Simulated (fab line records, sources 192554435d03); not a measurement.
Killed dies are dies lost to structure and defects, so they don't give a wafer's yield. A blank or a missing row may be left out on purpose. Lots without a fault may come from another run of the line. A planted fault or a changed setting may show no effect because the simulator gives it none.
fab line records | flow n5_finfet
record lots=3 wafers=8 last_day=17
route steps=1938 shown BEOL_M10@1500 BEOL_M11@1536 BEOL_M15@1830
lots that met no fault: from a run of the same line without faults
start_h: hours from the record's first day to the start of the lot's first wafer shown | wait_h: hours since the lot's step before | " the same as in the row above | L1.1+2: a row that stands for several wafers | - no value, or no start given | * or withheld: withheld | < > ~ a bound
route shown NAME@n: a module of which the file shows steps, and the number in the route of the first | usual: mean/standard deviation of fault-free wafers | same: alike in all rows | chamber/n: place in a boat | sites: the reading at each site | _std_site: their standard deviation | _edge_site: outer sites' mean less inner sites' | radius_mm: how far each site lies from the wafer's centre | mask NAME#n: copy n | behind: the tool/chamber that last shaped the wafer | hold: why the lot was held/for how many hours/how that ended | device: the transistor (n, p or np) that didn't switch | end of line: the same wafers' tests at the end of the route | a step without rows: its recipe alone | killed: dies lost to structure and defects at the first sort, not the wafer's yield | map: a wafer's dies, x killed, . not, _ none there
set.NAME: the setting as run; set.NAME@STEP: as run at that earlier step | model.NAME: the simulator's own value behind a step, which no gauge read
lots at some steps of the route; a table a step, a row a wafer
services: from which hour (start_h, from the record's first day; less than 0 if before it) a tool's chamber was out of use, for how many hours, and why
## steps
# step N5_BEOL_M10_PEB_26
# recipe peb_temp_c=withheld peb_time_s=60 resist=CAR-ArF
# step N5_BEOL_M10_DEVELOP_27
# recipe develop_time_s=30 developer=TMAH resist=CAR-ArF rinse_liquid=diw dry=air_spin dev_temp_c=23
# step N5_BEOL_M10_DESCUM_33
# recipe chemistry=O2 time_s=7.9 source_power_w=50 bias_power_w=20 pressure_mtorr=20 rf_frequency_hz=2.712e+07 temp_c=40 resist=CAR-ArF o2_flow_sccm=225
# step N5_BEOL_M10_ETCH_65
# recipe chemistry=CF4 target=SiARC target_depth_a=390 mask_material=CAR-ArF time_s=65 ion_energy_ev=80 pressure_mtorr=40 source_w=545 bias_w=36 Ar_flow_sccm=100 cf4_flow_sccm=100 ends=cleared
# step N5_BEOL_M10_ETCH_66
# recipe chemistry=N2/H2 target=SOC target_depth_a=1200 overetch_a=240 mask_material=SiARC temp_c=40 time_s=180 ion_energy_ev=200 pressure_mtorr=30 source_w=840 bias_w=150 n2_flow_sccm=200 h2_flow_sccm=200
# step N5_BEOL_M10_STRIP_69
# recipe chemistry=N2/H2 temp_c=40 n2_flow_sccm=200 h2_flow_sccm=200 rf_frequency_hz=6e+07
# step N5_BEOL_M10_VIA_ETCH_34
# recipe chemistry=C4F6/O2 target=SiCOH_lowk target_depth_a=1845 mask_material=SOC taper_deg=4 time_s=69.2 ion_energy_ev=250 pressure_mtorr=30 source_w=345 bias_w=185 Ar_flow_sccm=300 C4F6_flow_sccm=10 O2_flow_sccm=10
# step N5_BEOL_M10_STRIP_73
# recipe chemistry=C4F6/O2 resist=SiARC rf_frequency_hz=6e+07
# step N5_BEOL_M10_STRIP_36
# recipe chemistry=N2/H2 power_w=450 temp_c=40 pressure_mtorr=20 rf_frequency_hz=6e+07 overash_fraction=0.3 bias_power_w=7 h2_frac=0.5 n2_flow_sccm=200 h2_flow_sccm=200
# step N5_BEOL_M10_TRENCH_ETCH_37
# recipe chemistry=C4F6/O2 target_depth_a=1488.3 target=SiCOH_lowk time_s=48 ion_energy_ev=250 pressure_mtorr=30 source_w=345 bias_w=185 Ar_flow_sccm=300 C4F6_flow_sccm=10 O2_flow_sccm=10
# usual O2_flow_sccm=10.00/0.033 bias_w=185.0/0.55 chamber_pressure_mTorr=30.000/0.025 drypump_motor_current_A=5.5/0.44 oes_product_au=0.81/0.073 rf_vpp_V=663/5.3 showerhead_plenum_p_Torr=2.84/0.1 throttle_valve_pct=20.92/0.22
# columns lot.wafer tool chamber start_h wait_h O2_flow_sccm bias_w chamber_pressure_mTorr drypump_motor_current_A oes_product_au rf_hours_counter_h rf_vpp_V showerhead_plenum_p_Torr throttle_valve_pct model.BEOL_M10.feature_depth_nm model.etch.depth_nm model.TiN_of_BEOL_M10_HM_DEP_02.thk_nm
L992.1 rie_diel-01 3 247.12 - 10.03 185.2 30.030 5.3 0.78 121 667 2.75 20.60 147.8 147.9 16
L992.2 " 2 " " 10.05 185.3 29.992 5.3 0.76 139 657 2.73 20.72 149.2 149.1 15.6
L992.5 " 2 " " 10.07 185.8 29.978 5.3 0.76 - 659 2.73 20.73 149.4 149.4 16
L102.2 rie_diel-01 2 305.53 - 9.96 184.6 30.024 5.3 0.73 165 657 2.72 20.76 148.4 148.5 15.8
L102.4 " 1 " " 10.02 184.2 30.007 5.7 1.15 6 664 2.80 20.84 197.4 197.3 14.8
L109.2 rie_diel-06 1 357.48 - 9.92 185.6 30.039 6.2 0.78 109 656 2.99 21.15 149 149.1 16
L109.3 " 0 " " 9.97 185.6 29.982 4.8 0.78 125 665 2.97 21.16 148.8 148.7 16.2
L109.6 " 0 " " 9.97 185.7 29.953 4.8 0.78 - 666 2.97 21.15 149.6 149.5 16
# step N5_BEOL_M10_ETCH_41
# recipe chemistry=CH3F/O2 target=SiCN target_depth_a=426 taper_deg=2 time_s=86 ion_energy_ev=120 mask_material=TiN pressure_mtorr=30 source_w=395 bias_w=75 Ar_flow_sccm=150 CH3F_flow_sccm=30 O2_flow_sccm=20
# step N5_BEOL_M10_STRIP_77
# recipe chemistry=N2/H2 time_s=10 power_w=450 temp_c=40 pressure_mtorr=20 rf_frequency_hz=6e+07 bias_power_w=7 n2_flow_sccm=200 h2_flow_sccm=200
# step N5_BEOL_M10_OCD_MEAS_38
# usual trench_depth_nm=149.1/1.5
# columns lot.wafer tool chamber start_h wait_h trench_depth_nm
L992.1 ocd-02 - 247.30 - 147.6
L992.2 " - " " 149.0
L992.5 " - " " 149.8
L102.2 ocd-02 - 305.71 - 148.4
L102.4 " - " " 197.6
L109.2 ocd-01 - 357.66 - 148.8
L109.3 " - " " 149.0
L109.6 " - " " 149.2
# step N5_BEOL_M10_HM_STRIP_39
# recipe chemistry=peroxide_tin_strip material=TiN target_depth_a=250 temp_c=50 time_s=158
# step N5_BEOL_M10_SRD_40
# recipe time_s=30 temp_c=23 rinse_liquid=diw dry=ipa_marangoni
# step N5_BEOL_M10_PRECLEAN_42
# recipe chemistry=residue_remover time_s=60 temp_c=40
# step N5_BEOL_M10_SRD_43
# recipe time_s=30 temp_c=23 rinse_liquid=diw dry=ipa_marangoni
# step N5_BEOL_M10_CURE_72
# recipe temp_c=370 time_s=120 ambient=DMADMS/He material=SiCOH_lowk
# step N5_BEOL_M10_DEGAS_44
# recipe ambient=vacuum temp_c=250 time_s=60
# step N5_BEOL_M10_PRE_CLEAN_45
# recipe gas=H2/He time_s=30 temp_c=250
# step N5_BEOL_M10_ALD_74
# recipe material=TaN target_thk_a=20 temp_c=275 ald_precursor_family=PDMAT ald_co_reactant=NH3 pressure_torr=3 carrier_flow_sccm=1500 pulse_time_s=2 purge_time_s=3 co_reactant_purge_time_s=2 co_reactant_pulse_time_s=3 ald_cycles=40 precursor_vessel_temp_c=75 precursor_vessel_pressure_torr=26.25 precursor_vessel_carrier_sccm=1000
# step N5_BEOL_M10_SURFACE_TREAT_76
# recipe gas=Ar time_s=* ion_energy_ev=* ion_current_ma_cm2=0.5 pressure_mtorr=* ar_flow_sccm=30
# step N5_BEOL_M10_CVD_75
# recipe material=Co target_thk_a=20 temp_c=withheld precursor=CCTBA/H2 pressure_torr=30 time_s=138.9
# step N5_BEOL_M10_SPUTTER_48
# recipe material=Cu target_thk_a=120 temp_c=-20 bias_v=60 power_w=26000 chamber_pressure_pa=0.13 time_s=2
# step N5_BEOL_M10_ECD_50
# recipe material=Cu target_thk_a=3180
# step N5_BEOL_M10_ANNEAL_51
# recipe temp_c=225 time_s=90 ambient=N2
# step N5_BEOL_M10_CMP_52
# recipe stop_on=SiCOH_lowk t_overpolish_s=7 down_force_psi=1 platen_rpm=50 clearing_platen_down_force_psi=1.5 clearing_platen_rpm=50 post_cmp_clean=cu_alkaline target_thk_nm=140 clearing_platen_pad_velocity_m_s=0.99484 pad_velocity_m_s=0.99484
# usual clearing_platen_rpm=49.999/0.029 motor_current_A=6.0/0.75
# columns lot.wafer tool chamber start_h wait_h clearing_platen_rpm motor_current_A model.Cu_of_BEOL_M10_ECD_50.thk_nm
L992.1 cmp-04 0 250.11 0.4 50.016 7.7 138
L992.2 " 1 " " 49.950 5.1 139
L992.5 " 0 " " 50.040 7.4 140
L102.4 cmp-01 0 308.43 0.1 49.957 6.0 187
L102.2 " 2 " " 50.036 5.8 137.2
L109.2 cmp-03 0 360.47 0.3 50.040 6.1 141.4
L109.3 " 1 " " 49.956 5.7 140.8
L109.6 " 0 " " 50.005 6.5 141.6
# step N5_BEOL_M10_THK_MEAS_53
# recipe thk_meas_gauge=xrf reads=Cu_of_BEOL_M10_ECD_50
# usual M10_THK=138.8/1.9
# columns lot.wafer tool chamber start_h wait_h M10_THK[nm]
L992.1 film_metro-02 - 250.40 - 138.6
L992.2 " - " " 139.0
L992.5 " - " " 139.7
L102.2 film_metro-01 - 308.73 - 135.2
L102.4 " - " " 183.7
L109.2 film_metro-02 - 360.72 - 140.6
L109.3 " - " " 139.8
L109.6 " - " " 140.5
# step N5_BEOL_M10_PRE_CLEAN_55
# recipe gas=NH3 time_s=15 temp_c=withheld rf_power_w=300
# step N5_BEOL_M10_DEP_56
# recipe material=SiCN target_thk_a=150 temp_c=withheld precursor=3MS/NH3 pressure_torr=3 rf_w=202 time_s=26.5
# step N5_BEOL_M10_RS_MEAS_57
# recipe thk_meas_gauge=four-point-probe reads=Cu_of_BEOL_M10_ECD_50+Co_of_BEOL_M10_CVD_75+TaN_of_BEOL_M10_ALD_74
# usual M10_RS=0.1507/0.0022
# columns lot.wafer tool chamber start_h wait_h M10_RS[ohm/sq]
L992.1 film_metro-01 - 250.54 0.1 0.1534
L992.2 " - " " 0.1524
L992.5 " - " " 0.1512
L102.2 film_metro-01 - 308.86 0.1 0.1544
L102.4 " - " " 0.1104
L109.2 film_metro-01 - 360.86 0.1 0.1495
L109.3 " - " " 0.1498
L109.6 " - " " 0.1491
# step N5_BEOL_M11_ILD_DEP_00
# recipe material=SiCOH_lowk target_thk_a=3085.1 temp_c=300 precursor=DEMS/porogen pressure_torr=5 rf_w=500 time_s=58
# step N5_BEOL_M11_CURE_71
# recipe temp_c=385 time_s=240 ambient=He/Ar material=SiCOH_lowk
# step N5_BEOL_M11_PECVD_70
# recipe material=SiO2 target_thk_a=200 temp_c=400 precursor=TEOS/O2 pressure_torr=5.5 rf_w=450 teos_flow_sccm=53.8 gas=O2 flow_sccm=3000 time_s=22.7
# step N5_BEOL_M11_HM_DEP_02
# recipe material=TiN target_thk_a=200 temp_c=25 chamber_pressure_pa=0.49996
# step N5_BEOL_M11_COAT_59
# recipe resist=SOC temp_c=250 time_s=60 spin_rpm=1500 resist_thk_nm=100
# step N5_BEOL_M15_RC_MEAS_101
# usual COMB_M11=1.5e-11/3.3e-12 COMB_M12=6.3e-12/1.4e-12 COMB_M13=4.7e-12/1e-12 COMB_M14=3.5e-12/6.9e-13 COMB_M14_max_site=5e-12/1.2e-12 COMB_M15=2.4e-12/5.7e-13 COMB_M5=3.7e-11/7.8e-12 COMB_M6=2.6e-11/5.3e-12 COMB_M7=2.7e-11/5.3e-12 COMB_M8=2.6e-11/5.3e-12 COMB_M9=1.5e-11/3.2e-12 SERP_M10=3.05/0.061 SERP_M10_max_site=3.14/0.07 SERP_M11=3.05/0.073 SERP_M12=0.637/0.012 SERP_M13=0.308/0.0055 SERP_M14=0.1589/0.0028 SERP_M5=38.7/1.5 SERP_M6=13.8/0.44 SERP_M7=13.7/0.47 SERP_M8=13.7/0.47 SERP_M8_max_site=14.3/0.52 SERP_M9=3.08/0.072
# columns lot.wafer tool chamber start_h wait_h COMB_M11[S/m] COMB_M12[S/m] COMB_M13[S/m] COMB_M14[S/m] COMB_M14_max_site[S/m] COMB_M15[S/m] COMB_M5[S/m] COMB_M6[S/m] COMB_M7[S/m] COMB_M8[S/m] COMB_M9[S/m] SERP_M10[ohm/um] SERP_M10_max_site[ohm/um] SERP_M11[ohm/um] SERP_M12[ohm/um] SERP_M13[ohm/um] SERP_M14[ohm/um] SERP_M5[ohm/um] SERP_M6[ohm/um] SERP_M7[ohm/um] SERP_M8[ohm/um] SERP_M8_max_site[ohm/um] SERP_M9[ohm/um]
L992.1 prober-01 0 291.27 0.0 1.5e-11 4.7e-12 4.9e-12 5e-12 6.1e-12 2.9e-12 3.7e-11 1.5e-11 2.9e-11 2.3e-11 1.9e-11 3.09 3.18 3.05 0.635 0.315 0.1587 38.0 13.1 13.9 13.7 14.4 3.06
L992.2 " 0 " " 1.2e-11 6.4e-12 4.9e-12 3.5e-12 4.9e-12 3.7e-12 3.6e-11 1.7e-11 2.5e-11 2.6e-11 1.6e-11 3.10 3.19 2.96 0.641 0.308 0.1626 38.6 13.4 13.2 13.5 14.0 3.10
L992.5 " 0 " " 1.3e-11 5.9e-12 5.7e-12 3.4e-12 5.4e-12 2.4e-12 3.4e-11 2.2e-11 2.6e-11 2e-11 1.5e-11 3.10 3.24 2.97 0.645 0.317 0.1577 38.2 13.2 13.1 13.4 14.0 3.17
L102.2 prober-02 0 339.96 0.2 1.2e-11 4.5e-12 4.8e-12 2.8e-12 3e-12 1.9e-12 3.2e-11 1.9e-11 2e-11 2e-11 1.3e-11 3.15 3.20 3.13 0.637 0.312 0.1591 39.3 13.4 14.0 14.6 15.1 3.10
L102.4 " 0 " " 8e-12 4.9e-12 4.7e-12 3.9e-12 5.8e-12 1.9e-12 3.6e-11 1.8e-11 2.8e-11 1.8e-11 1.1e-11 2.25 2.28 3.09 0.652 0.299 0.1576 37.4 13.5 13.4 14.0 14.7 3.03
L109.2 prober-01 0 390.17 0.2 1.8e-11 5.4e-12 4.6e-12 3.5e-12 8e-12 2.4e-12 4.6e-11 4.1e-11 3.7e-11 3.3e-11 1.9e-11 2.99 3.13 2.97 0.630 0.314 0.1628 36.3 14.2 14.0 13.7 14.6 3.16
L109.3 " 0 " " 1.6e-11 6.7e-12 6.2e-12 3.7e-12 5.1e-12 2.7e-12 3.1e-11 2.5e-11 3.5e-11 2.2e-11 1.4e-11 3.03 3.19 3.04 0.653 0.312 0.1593 38.7 13.3 14.1 13.7 14.1 3.03
L109.6 " 0 " " 1.8e-11 6.5e-12 4.5e-12 4.6e-12 6.9e-12 2.7e-12 2.7e-11 3.5e-11 2.7e-11 3e-11 1.4e-11 2.99 3.18 3.01 0.649 0.305 0.1608 39.1 13.3 12.9 13.7 14.5 3.12
# sites SERP_M10 radius_mm=0,75,75,75,75,140,140,140,140
L992.1 3.03 3.05 3.09 3.07 2.98 3.12 3.18 3.16 3.12
L102.2 3.20 3.17 3.17 3.18 3.15 3.09 3.03 3.13 3.09
L109.2 2.89 2.98 2.99 2.99 2.91 3.12 3.13 3.10 3.06
## services
# columns tool chamber start_h hours kind
cmp-01 - 230.95 9.8 pm
cmp-03 - 244.11 0.9 repair
rie_diel-01 0 246.77 - clean
rie_diel-01 0 246.77 - consumable_replace:focus_ring
rie_diel-01 0 246.77 17.1 scheduled_down
rie_diel-01 0 246.77 17.1 vent_cycle
cmp-03 - 247.32 3.2 pm
rie_diel-06 0 248.46 12.2 repair
rie_diel-06 2 253.30 11.7 repair
rie_diel-01 1 263.83 - clean
rie_diel-01 1 263.83 - consumable_replace:focus_ring
rie_diel-01 1 263.83 23.1 scheduled_down
rie_diel-01 1 263.83 23.1 vent_cycle
cmp-03 - 263.86 5.5 pm
cmp-03 - 273.61 1.6 repair
cmp-03 - 292.65 2.2 repair
cmp-01 - 321.40 4.0 pm
rie_diel-06 0 323.11 6.4 repair
cmp-04 - 329.10 0.3 repair
cmp-03 - 329.85 0.9 repair
rie_diel-06 1 331.98 7.0 repair
rie_diel-01 3 338.74 10.4 repair
rie_diel-06 2 343.55 9.0 repair
rie_diel-01 1 346.23 5.1 repair
## key
first_sign step=N5_BEOL_M10_TRENCH_ETCH_37 reading=oes_product_au direction=up sigmas=4.8 usual=0.81 struck=1.15
effect step=N5_BEOL_M10_OCD_MEAS_38 reading=trench_depth_nm direction=up sigmas=33 usual=149.1 struck=197.6
effect step=N5_BEOL_M10_THK_MEAS_53 reading=M10_THK direction=up sigmas=23 usual=138.8 struck=183.7
effect step=N5_BEOL_M10_RS_MEAS_57 reading=M10_RS direction=down sigmas=18 usual=0.1507 struck=0.1104
effect step=N5_BEOL_M15_RC_MEAS_101 reading=SERP_M10 direction=down sigmas=13 usual=3.05 struck=2.25
model_effect step=N5_BEOL_M10_TRENCH_ETCH_37 value=BEOL_M10.feature_depth_nm without=151 struck=197.4
model_effect step=N5_BEOL_M10_CMP_52 value=Cu_of_BEOL_M10_ECD_50.thk_nm without=140.6 struck=187
met_at N5_BEOL_M10_TRENCH_ETCH_37
struck_wafers L102.4
onset_between 247.12 305.53
fault kind=process_parameter_drift tool=rie_diel-01 chamber=- onset_h=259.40 steps=N5_BEOL_M10_TRENCH_ETCH_37 channel=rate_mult offset=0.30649 shape=step end_h=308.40 scope=struck_wafers_only
